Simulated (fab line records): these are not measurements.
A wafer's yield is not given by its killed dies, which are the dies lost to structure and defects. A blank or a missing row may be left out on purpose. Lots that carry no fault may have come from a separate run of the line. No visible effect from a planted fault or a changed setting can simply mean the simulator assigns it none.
Split-lot trial | flow n5_finfet | 39 wafers read across 7 lots, on a route 1938 steps long

== ABOUT THE SPLIT ==
At N5_BEOL_M8_ILD_DEP_00 (deposits SiCOH lowk from DEMS/porogen, target thk 179.75 nm, time 33.4 s), the setting target_thk_a was moved away from the recipe's 1797.5 angstrom on 15 of the 39 wafers read, by -42.4% to +57.6%. The other wafers ran this setting at the recipe's value.

== BETWEEN THE SPLIT AND THE READING: the file shows 1 step in between ==
- N5_BEOL_M8_CURE_74: cures SiCOH lowk, time 240 s

== THE READING ==
M8_ILD_THK (nm), taken at N5_BEOL_M8_THK_MEAS_01. Typical for fault-free wafers on this fab line: 154.6 nm, with standard deviation 2.3 nm.

wafer  | tool, chamber at the split | target_thk_a as run, angstrom | against the recipe | M8_ILD_THK, nm | against lot-mates on the recipe
L078.1 | pecvd-04, 2                | 1797.5                        | recipe             | 153.2          | -
L078.2 | pecvd-04, 1                | 1797.5                        | recipe             | 152.7          | -
L078.3 | pecvd-04, 0                | 1797.5                        | recipe             | 151.3          | -
L078.4 | pecvd-04, 1                | 2833                          | +57.6%             | 248.1          | +95.7
L078.5 | pecvd-04, 2,0              | 2833                          | +57.6%             | 247.4          | +95.0
L078.6 | pecvd-04, 2,0              | 2833                          | +57.6%             | 247.2          | +94.8
L079.1 | pecvd-03, 0                | 1035                          | -42.4%             | 87.2           | -67.6
L079.2 | pecvd-03, 2                | 1797.5                        | recipe             | 154.1          | -
L079.3 | pecvd-03, 1                | 1797.5                        | recipe             | 154.4          | -
L079.4 | pecvd-03, 2                | 1035                          | -42.4%             | 90.8           | -64.0
L079.5 | pecvd-03, 1                | 1797.5                        | recipe             | 155.8          | -
L079.6 | pecvd-03, 0                | 1035                          | -42.4%             | 86.7           | -68.1
L082.1 | pecvd-04, 2                | 1797.5                        | recipe             | 152.1          | -
L082.4 | pecvd-04, 2                | 1797.5                        | recipe             | 155.2          | -
L082.6 | pecvd-04, 0                | 1797.5                        | recipe             | 156.6          | -
L086.1 | pecvd-03, 1                | 1068                          | -40.6%             | 90.6           | -66.2
L086.2 | pecvd-03, 2                | 1068                          | -40.6%             | 91.1           | -65.7
L086.3 | pecvd-03, 0                | 1068                          | -40.6%             | 89.9           | -66.9
L086.4 | pecvd-03, 2                | 1797.5                        | recipe             | 156.9          | -
L086.5 | pecvd-03, 1                | 1797.5                        | recipe             | 157.5          | -
L086.6 | pecvd-03, 0                | 1797.5                        | recipe             | 155.9          | -
L090.1 | pecvd-03, 2                | 1797.5                        | recipe             | 156.0          | -
L090.2 | pecvd-03, 1                | 1173                          | -34.7%             | 98.2           | -57.9
L090.3 | pecvd-03, 0                | 1173                          | -34.7%             | 96.1           | -60.0
L090.4 | pecvd-03, 1                | 1797.5                        | recipe             | 156.7          | -
L090.5 | pecvd-03, 2                | 1797.5                        | recipe             | 155.6          | -
L090.6 | pecvd-03, 0                | 1173                          | -34.7%             | 99.5           | -56.6
L093.1 | pecvd-03, 1                | 1797.5                        | recipe             | 153.3          | -
L093.2 | pecvd-03, 0                | 1797.5                        | recipe             | 154.6          | -
L093.3 | pecvd-03, 2                | 1797.5                        | recipe             | 156.0          | -
L093.4 | pecvd-03, 2                | 1797.5                        | recipe             | 157.2          | -
L093.5 | pecvd-03, 1                | 1797.5                        | recipe             | 157.2          | -
L093.6 | pecvd-03, 0                | 1797.5                        | recipe             | 154.4          | -
L097.1 | pecvd-03, 2                | 1797.5                        | recipe             | 157.5          | -
L097.2 | pecvd-03, 0                | 1797.5                        | recipe             | 155.1          | -
L097.3 | pecvd-03, 1                | 1202                          | -33.1%             | 105.3          | -52.3
L097.4 | pecvd-03, 0                | 1202                          | -33.1%             | 106.7          | -50.9
L097.5 | pecvd-03, 2                | 1797.5                        | recipe             | 160.2          | -
L097.6 | pecvd-03, 1                | 1202                          | -33.1%             | 107.0          | -50.6
The file does not say which wafer passed through which chamber wherever a row lists several chambers: such a row stands for several wafers.

FIT RESULTS
A straight line over all 39 wafers: M8_ILD_THK changes by +1.59 nm for each +1% of target_thk_a; r = +1.00; the points scatter about the line by 2.1 nm.
The same after taking each lot's own level away (the mean of its wafers on the recipe; 39 wafers): +1.63 nm for each +1%; r = +1.00; scatter 1.7 nm.
The reading moves by 94 nm for the largest change in target_thk_a, on that fit.
The lots' own levels span 152.40 to 157.60 nm, that is 2.3 times the standard deviation above.
So the lot-to-lot level changes the slope little: the two slopes agree.
Check: for one of the wafers moved furthest among these (+57.6%), held out of the fit, the line's prediction against its lot-mates is +93.6 nm. It came out at +95.7 nm against them.

== OTHER SPLITS APPLIED TO THESE WAFERS ==
Before the reading, these wafers also passed through other splits. Each is held against what the fit with the lots' levels taken away leaves over:
other split on the same wafers           | wafers away from the commonest value | r with M8_ILD_THK (lot level and that fit taken away)
N5_BEOL_M5_TRENCH_ETCH_37 target_depth_a | 15                                   | -0.17

== THE WHOLE CHAIN: every reading that the file lists as answering this split, in the file's order ==
step                   | what it does                                                             | reading                                                                                  | change (the file's fit)              | r (the file's)
N5_BEOL_M8_ILD_DEP_00  | deposits SiCOH lowk from DEMS/porogen, target thk 179.75 nm, time 33.4 s | SiCOH_lowk_of_BEOL_M8_ILD_DEP_00.thk_nm (the simulator's own value, which no gauge read) | +1.86 nm for each +1% of the setting | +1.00
N5_BEOL_M8_CURE_74     | cures SiCOH lowk, time 240 s                                             | SiCOH_lowk_of_BEOL_M8_ILD_DEP_00.thk_nm (the simulator's own value, which no gauge read) | +1.62 nm for each +1% of the setting | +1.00
N5_BEOL_M8_THK_MEAS_01 |                                                                          | M8_ILD_THK                                                                               | +1.62 for each +1% of the setting    | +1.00

== THE FILE'S OWN FIT ==
M8_ILD_THK changes by +1.62 nm for each +1% of target_thk_a, r = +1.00.
